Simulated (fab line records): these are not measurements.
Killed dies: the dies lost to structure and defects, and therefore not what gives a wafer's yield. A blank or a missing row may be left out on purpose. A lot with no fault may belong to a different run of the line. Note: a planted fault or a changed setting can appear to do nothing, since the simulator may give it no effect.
Chamber matching + flow n5-finfet + 4 sister chambers for N5_HKMG_FIN_CMP_23 on cmp-02
The step polishes, stops on SiNx, t overpolish 10 s, target thk 46.326 nm. 8 wafers are shown with their chamber, then 9 later ones without.

== EACH WAFER AND ITS CHAMBER ==
| wafer  | chamber | motor-current-A (A) | time-to-endpoint-s (s) |
|--------|---------|---------------------|------------------------|
| L076.6 | 0       | 13.0                | 10.0                   |
| L075.6 | 1       | 11.3                | 8.3                    |
| L078.5 | 0       | 12.7                | 12.7                   |
| L082.2 | 1       | 10.9                | 8.9                    |
| L082.4 | 2       | 12.1                | 6.9                    |
| L085.2 | 3       | 11.5                | 10.5                   |
| L085.3 | 2       | 12.2                | 4.8                    |
| L085.6 | 3       | 12.1                | 11.7                   |

== WAFERS WITHOUT THEIR CHAMBER ==
| wafer  | motor-current-A (A) | time-to-endpoint-s (s) |
|--------|---------------------|------------------------|
| L089.2 | 11.6                | 6.3                    |
| L089.3 | 13.0                | 7.6                    |
| L089.4 | 11.9                | 11.6                   |
| L091.3 | 11.7                | 9.5                    |
| L091.5 | 12.0                | 7.2                    |
| L091.6 | 12.7                | 8.3                    |
| L094.1 | 11.4                | 15.6                   |
| L094.2 | 11.1                | 8.4                    |
| L094.5 | 11.5                | 11.1                   |

== WHICH CHAMBER EACH ONE RAN IN ==
| wafer  | from the rows above          | in truth |
|--------|------------------------------|----------|
| L089.2 | can't be placed: 2 or 1 or 3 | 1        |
| L089.3 | can't be placed: 0 or 2      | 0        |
| L089.4 | 3                            | 3        |
| L091.3 | can't be placed: 3 or 1 or 2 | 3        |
| L091.5 | can't be placed: 2 or 3      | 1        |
| L091.6 | can't be placed: 0 or 2 or 3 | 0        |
| L094.1 | can't be placed: 3 or 1      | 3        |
| L094.2 | 1                            | 1        |
| L094.5 | can't be placed: 3 or 1      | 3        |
2 of 9 placed correctly. Cannot be placed on the basis of these rows: 7; the candidates contain the true chamber in 6. Wrongly placed: 0.
How it was worked out, from the rows above alone: a wafer's distance from a chamber is the root of the sum, over the readings, of the square of ((its reading less the chamber's mean) divided by the reading's scatter). The wafer belongs to the nearest chamber; if the next one is less than 2 further off, it can't be placed. Each chamber's mean is taken over the wafers shown for it. The scatter: take each reading less its chamber's mean, square it, sum over the shown wafers, divide by the number of wafers less the number of chambers, and take the root.
